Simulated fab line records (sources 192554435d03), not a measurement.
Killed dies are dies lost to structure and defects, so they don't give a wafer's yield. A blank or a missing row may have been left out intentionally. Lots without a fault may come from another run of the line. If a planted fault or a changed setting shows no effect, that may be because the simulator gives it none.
Which tool is to blame? | flow n5-finfet | 9 lots, 25 wafers sampled, at 5 steps of a route of 1938

WHAT THE GAUGES SHOWED, per wafer
N5_BEOL_M2_OCD_MEAS_38. Usual: trench-depth-nm reads 55.6 nm (standard deviation 1).
lot  | measured     | on     | trench-depth-nm (nm) | flag
L293 | day 6 19:30  | ocd-02 | 56.0 55.1 54.8       |
L296 | day 8 01:08  | ocd-01 | 55.7 56.5 56.4       |
L297 | day 8 04:10  | ocd-02 | 55.5 55.6 55.5       |
L305 | day 10 00:39 | ocd-01 | 56.3 56.5            |
L307 | day 10 14:16 | ocd-02 | 57.1 56.0 55.4       |
L308 | day 10 18:26 | ocd-02 | 56.4 55.4            |
L310 | day 11 05:10 | ocd-01 | 56.2 54.0 57.2       |
L311 | day 11 09:53 | ocd-01 | 54.3 56.4 54.4       |
L314 | day 12 04:40 | ocd-01 | 54.4 54.8 54.9       |

N5_BEOL_M4_RC_MEAS_101. Usual: DIBL_N 36.3 mV/V, standard deviation 1.8; DIBL_P 36.5 mV/V, standard deviation 2.1; IOFF_N 0.16 nA/um, standard deviation 0.031; IOFF_P 0.22 nA/um, standard deviation 0.038; ION_N 677 uA/um, standard deviation 12; ION_P 466 uA/um, standard deviation 7.8; SS_N 71.5 mV/dec, standard deviation 0.61; SS_P 73.2 mV/dec, standard deviation 0.7; VT_N 249 mV, standard deviation 3; VT_P -248.9 mV, standard deviation 3.
lot  | measured     | on        | DIBL_N (mV/V)  | DIBL_P (mV/V)  | IOFF_N (nA/um) | IOFF_P (nA/um) | ION_N (uA/um) | ION_P (uA/um) | SS_N (mV/dec)  | SS_P (mV/dec)  | VT_N (mV)   | VT_P (mV)            | flag
L293 | day 8 19:02  | prober-02 | 34.6 36.4 34.8 | 35.1 37.0 34.2 | 0.14 0.17 0.13 | 0.22 0.24 0.21 | 676 682 662   | 472 474 464   | 71.2 70.5 71.4 | 73.5 73.3 72.3 | 251 246 252 | -245.7 -246.0 -249.5 |
L296 | day 9 09:10  | prober-02 | 35.9 36.7 36.4 | 36.8 37.7 37.2 | 0.15 0.17 0.16 | 0.20 0.22 0.20 | 667 664 687   | 456 459 463   | 72.2 72.4 71.9 | 73.3 73.4 73.5 | 250 252 248 | -249.2 -251.5 -251.7 |
L297 | day 9 15:04  | prober-02 | 38.6 36.0 37.0 | 37.6 36.0 36.9 | 0.19 0.16 0.17 | 0.25 0.23 0.23 | 681 691 694   | 468 473 472   | 71.4 71.2 70.9 | 74.4 73.8 73.6 | 248 247 248 | -248.4 -246.6 -249.9 |
L305 | day 11 09:18 | prober-01 | 37.9 35.5      | 38.5 34.8      | 0.17 0.13      | 0.26 0.20      | 681 670       | 468 465       | 71.8 70.9      | 73.0 72.9      | 249 253     | -246.4 -249.0        |
L307 | day 12 03:03 | prober-02 | 36.2 35.5 39.4 | 36.2 36.1 40.5 | 0.15 0.15 0.21 | 0.23 0.22 0.32 | 666 679 687   | 464 474 479   | 71.3 71.7 71.9 | 73.1 73.5 73.8 | 252 247 244 | -248.3 -250.4 -243.2 |
L308 | day 12 14:26 | prober-02 | 34.8 37.0      | 35.9 38.6      | 0.16 0.20      | 0.21 0.26      | 670 687       | 459 471       | 70.6 71.7      | 72.9 72.8      | 250 246     | -249.4 -247.5        |
L310 | day 12 17:38 | prober-01 | 35.2 35.4 36.0 | 34.0 34.4 35.0 | 0.14 0.14 0.16 | 0.20 0.20 0.22 | 668 670 685   | 466 470 478   | 71.4 70.9 71.8 | 72.5 72.0 72.4 | 251 250 248 | -248.6 -248.9 -248.1 |
L311 | day 12 17:35 | prober-02 | 34.9 37.3 34.2 | 35.1 38.4 34.0 | 0.15 0.20 0.14 | 0.21 0.25 0.18 | 681 686 664   | 469 470 462   | 71.1 71.6 71.3 | 72.8 73.8 72.1 | 247 247 251 | -249.8 -248.2 -254.4 |
L314 | day 13 19:41 | prober-02 | 32.2 32.5 33.8 | 32.2 32.5 33.8 | 0.10 0.11 0.12 | 0.15 0.15 0.17 | 641 671 650   | 449 462 453   | 70.8 70.4 70.7 | 72.1 72.4 72.5 | 256 255 253 | -254.0 -252.8 -252.0 |

TOOL THAT RAN EACH LOT (tool first, then ch and the chambers of the sampled wafers, then the start)
lot  | N5_BEOL_M2_ETCHBACK_99             | N5_BEOL_M2_ETCH_70                 | N5_BEOL_M2_VIA_ETCH_34
L293 | rie-diel-05 ch 1,2, day 6 19:07    | rie-diel-05 ch 1,2, day 6 19:08    | rie-diel-05 ch 1,2, day 6 19:15
L296 | rie-diel-02 ch 0,3, day 8 00:44    | rie-diel-02 ch 0,3, day 8 00:47    | rie-diel-02 ch 0,3, day 8 00:53
L297 | rie-diel-02 ch 1,3, day 8 03:46    | rie-diel-02 ch 1,3, day 8 03:49    | rie-diel-02 ch 1,3, day 8 03:55
L305 | rie-diel-02 ch 2,3, day 10 00:14   | rie-diel-02 ch 2,3, day 10 00:17   | rie-diel-02 ch 2,3, day 10 00:23
L307 | rie-diel-02 ch 0,3, day 10 13:52   | rie-diel-02 ch 0,3, day 10 13:54   | rie-diel-02 ch 0,3, day 10 14:01
L308 | rie-diel-02 ch 0,2, day 10 18:02   | rie-diel-02 ch 0,2, day 10 18:05   | rie-diel-02 ch 0,2, day 10 18:11
L310 | rie-diel-05 ch 0,2, day 11 04:46   | rie-diel-05 ch 0,2, day 11 04:48   | rie-diel-05 ch 0,2, day 11 04:54
L311 | rie-diel-01 ch 0,1,2, day 11 09:29 | rie-diel-01 ch 0,1,2, day 11 09:31 | rie-diel-01 ch 0,1,2, day 11 09:37
L314 | rie-diel-05 ch 1,2, day 12 04:16   | rie-diel-05 ch 1,2, day 12 04:19   | rie-diel-05 ch 1,2, day 12 04:25
- N5_BEOL_M2_ETCHBACK_99: etches SiO2 in CHF3, target depth 5 nm, time 10.4 s.
- N5_BEOL_M2_ETCH_70: etches SOC in N2/H2, target depth 80 nm, overetch 24 nm, time 130 s.
- N5_BEOL_M2_VIA_ETCH_34: etches the open film in C4F6/O2, target depth 69.4 nm, time 65.9 s.

WHAT THE TOOLS THEMSELVES READ (means of the sampled wafers that have a number; where no wafer has one, the mark that the record gives instead)
N5_BEOL_M2_ETCHBACK_99. Usual: drypump-motor-current-A 6.0 A, standard deviation 0.52; oes-product-au 0.79 a.u., standard deviation 0.1; rf-vpp-V 242 V, standard deviation 4; showerhead-plenum-p-Torr 2.20 Torr, standard deviation 0.075; throttle-valve-pct 16.99 %, standard deviation 0.23.
lot  | tool        | drypump-motor-current-A (A) | oes-product-au (a.u.) | rf-vpp-V (V) | showerhead-plenum-p-Torr (Torr) | throttle-valve-pct (%) | flag
L293 | rie-diel-05 | 6.2                         | 0.73                  | 243          | 2.17                            | 16.91                  |
L296 | rie-diel-02 | 6.1                         | 0.84                  | 239          | 2.27                            | 17.01                  |
L297 | rie-diel-02 | 6.3                         | 0.93                  | 242          | 2.29                            | 16.80                  |
L305 | rie-diel-02 | 5.8                         | 0.85                  | 241          | 2.22                            | 17.06                  |
L307 | rie-diel-02 | 6.2                         | 0.76                  | 242          | 2.24                            | 16.95                  |
L308 | rie-diel-02 | 5.9                         | 0.74                  | 243          | 2.18                            | 16.90                  |
L310 | rie-diel-05 | 5.6                         | 0.89                  | 244          | 2.22                            | 17.16                  |
L311 | rie-diel-01 | 6.0                         | 0.74                  | 243          | 2.15                            | 17.16                  |
L314 | rie-diel-05 | 6.2                         | 0.68                  | 242          | 2.15                            | 16.98                  |

N5_BEOL_M2_ETCH_70. Usual: value, then standard deviation, for each; drypump-motor-current-A 6.0 A / 0.52; oes-product-au 0.58 a.u. / 0.072; rf-vpp-V 525.2 V / 2.5; run-length-s 153.5 s / 0.41; showerhead-plenum-p-Torr 2.59 Torr / 0.085; temp-c 39.98 C / 0.099; throttle-valve-pct 17.72 % / 0.22.
lot  | tool        | drypump-motor-current-A (A) | oes-product-au (a.u.) | rf-vpp-V (V) | run-length-s (s) | showerhead-plenum-p-Torr (Torr) | temp-c (C) | throttle-valve-pct (%) | flag
L293 | rie-diel-05 | 6.2                         | 0.53                  | 524.0        | 153.8            | 2.57                            | 40.01      | 17.69                  |
L296 | rie-diel-02 | 6.1                         | 0.62                  | 527.4        | 152.9            | 2.67                            | 39.95      | 17.61                  |
L297 | rie-diel-02 | 6.3                         | 0.67                  | 528.6        | 153.5            | 2.70                            | 39.97      | 17.51                  |
L305 | rie-diel-02 | 5.8                         | 0.64                  | 527.5        | 148.4            | 2.63                            | 39.97      | 17.84                  | OFF
L307 | rie-diel-02 | 6.2                         | 0.56                  | 527.0        | 150.1            | 2.64                            | 39.92      | 17.60                  | OFF
L308 | rie-diel-02 | 6.0                         | 0.56                  | 524.8        | 148.6            | 2.59                            | 39.99      | 17.78                  | OFF
L310 | rie-diel-05 | 5.6                         | 0.65                  | 525.9        | 153.7            | 2.60                            | 40.01      | 17.80                  |
L311 | rie-diel-01 | 6.0                         | 0.54                  | 523.4        | 153.7            | 2.53                            | 40.00      | 17.90                  |
L314 | rie-diel-05 | 6.2                         | 0.51                  | 524.1        | 153.8            | 2.55                            | 39.98      | 17.77                  |

N5_BEOL_M2_VIA_ETCH_34. Usual: O2_flow_sccm 9.993 sccm, standard deviation 0.029; drypump-motor-current-A 6.0 A, standard deviation 0.52; oes-product-au 0.79 a.u., standard deviation 0.1; rf-vpp-V 670 V, standard deviation 10; run-length-s 89.3 s, standard deviation 0.35; showerhead-plenum-p-Torr 2.90 Torr, standard deviation 0.095; throttle-valve-pct 30.7 %, standard deviation 0.36.
lot  | tool        | O2_flow_sccm (sccm) | drypump-motor-current-A (A) | oes-product-au (a.u.) | rf-vpp-V (V) | run-length-s (s) | showerhead-plenum-p-Torr (Torr) | throttle-valve-pct (%) | flag
L293 | rie-diel-05 | 9.984               | 6.2                         | 0.72                  | 670          | 89.6             | 2.86                            | 30.5                   |
L296 | rie-diel-02 | 10.019              | 6.1                         | 0.85                  | 664          | 88.8             | 3.00                            | 30.8                   |
L297 | rie-diel-02 | 9.998               | 6.4                         | 0.92                  | 669          | 89.3             | 3.02                            | 30.5                   |
L305 | rie-diel-02 | 9.972               | 5.8                         | 0.84                  | 665          | 89.0             | 2.93                            | 30.8                   |
L307 | rie-diel-02 | 9.984               | 6.2                         | 0.76                  | 671          | 89.2             | 2.95                            | 30.6                   |
L308 | rie-diel-02 | 10.021              | 5.9                         | 0.74                  | 674          | 89.4             | 2.88                            | 30.5                   |
L310 | rie-diel-05 | 9.968               | 5.6                         | 0.89                  | 674          | 89.4             | 2.93                            | 31.1                   |
L311 | rie-diel-01 | 9.999               | 6.0                         | 0.73                  | 672          | 89.2             | 2.84                            | 31.0                   |
L314 | rie-diel-05 | 9.987               | 6.2                         | 0.69                  | 670          | 89.2             | 2.84                            | 30.5                   |

THE ANSWER, worked out from the rows above alone
Rule: lot off if the mean of its wafers having a number is beyond 3 standard deviations from the usual mean. A lot without any number at a reading at which 4 lots or more have one is off too. All remaining lots with rows at the step are treated as sound. First the gauges in route order, then the tools' own readings, where a lot's mean is used as printed above. At the first step where some lot is off, the reading lying furthest off is the one used; lots without a number count as furthest.
Off at N5_BEOL_M2_ETCH_70 (run-length-s): L305, L307, L308.
If a tool, at that step or one of the process steps before it, ran each lot that is off and ran no sound lot following the first of them, it fits. One fits: N5_BEOL_M2_ETCHBACK_99 and N5_BEOL_M2_ETCH_70 on rie-diel-02. At N5_BEOL_M2_ETCHBACK_99 its last sound lot is L297 (day 8 03:46), its first lot that is off L305 (day 10 00:14): a fault that began between those two fits.

WHAT HAD BEEN PUT IN BY THE SIMULATOR
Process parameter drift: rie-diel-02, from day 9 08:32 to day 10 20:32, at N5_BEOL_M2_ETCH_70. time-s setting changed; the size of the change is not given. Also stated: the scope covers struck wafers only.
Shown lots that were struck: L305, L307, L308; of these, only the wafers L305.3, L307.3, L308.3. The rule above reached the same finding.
